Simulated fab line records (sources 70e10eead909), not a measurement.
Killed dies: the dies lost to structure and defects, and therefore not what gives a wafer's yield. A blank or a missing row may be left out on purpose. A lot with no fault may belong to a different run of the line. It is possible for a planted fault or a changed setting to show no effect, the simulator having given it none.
One fault seen from 2 desks -- flow nand-harc -- what lay behind the numbers comes last; until then each desk has only its own

THE DEFECT DESK
Per lot, the means of the sampled wafers with a number show what the inspections along the route counted. The brackets show how far a lot's mean lies from the usual mean; more than 4 standard deviations puts the lot out of limits, marked OUT.
Columns: A = raw-defect-count at NHARC_P_STI_INSPECT_25, usual 243; B = raw-defect-count at NHARC_P_GATE_INSPECT_28, usual 7
lot,first seen here,A,B
L266,day 4 02:25,200,5
L267,day 4 08:08,165,4
L269,day 5 10:07,247,4
L270,day 5 13:46,181,9
L273,day 6 22:10,1022 (+7.9) OUT,733 (+99 or more) OUT
L275,day 7 22:23,917 (+6.8) OUT,711 (+99 or more) OUT
L283,day 11 03:06,250,10
L285,day 11 19:10,162,8
L286,day 12 12:57,225,6
L287,day 12 21:51,194,7
L289,day 13 22:28,307,4
This desk finds L273, L275 out of limits, L273 being first, at day 6 22:10 (raw-defect-count at NHARC_P_STI_INSPECT_25). L266, L267, L269, L270, L283, L285, L286, L287, L289 stayed within limits.

FROM THE METROLOGY DESK
Means of the sampled wafers that have a number, per lot and without regard to the tool the lot ran on: this is what the gauges read. The brackets show how far a lot's mean lies from the usual mean; more than 4 standard deviations puts the lot out of limits, marked OUT.
Columns: A = cd-nm at NHARC_P_GATE_CD_MEAS_91, usual 1999.4 nm
lot,first seen here,A
L266,day 5 16:23,2001.4
L267,day 5 22:26,2001.2
L269,day 7 04:25,1998.9
L270,day 7 08:20,2000.8
L283,day 12 19:14,1996.6
L285,day 13 11:20,1998.8
L286,day 14 02:41,1999.4
L287,day 14 15:55,2001.9
L289,day 15 12:08,2000.7
Finding of this desk: none of the 9 lots has anything out of limits.

BROUGHT TOGETHER
The defect desk could have raised an alarm at day 6 22:10, on L273, L275.
Nothing out of limits was seen by the metrology desk.
The metrology desk has no number on record for L273, L275.
The lots listed all ran NHARC_P_STI_PRECLEAN_38 on wet-bench-01.

WHAT HAD BEEN PUT IN BY THE SIMULATOR
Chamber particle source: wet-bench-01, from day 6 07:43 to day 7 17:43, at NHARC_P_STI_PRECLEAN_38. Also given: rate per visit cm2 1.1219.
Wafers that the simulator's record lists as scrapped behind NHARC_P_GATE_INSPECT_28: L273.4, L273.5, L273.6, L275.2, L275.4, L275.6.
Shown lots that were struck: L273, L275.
Hours from the fault's start to each desk's first reading out of limits: the defect desk, 14.
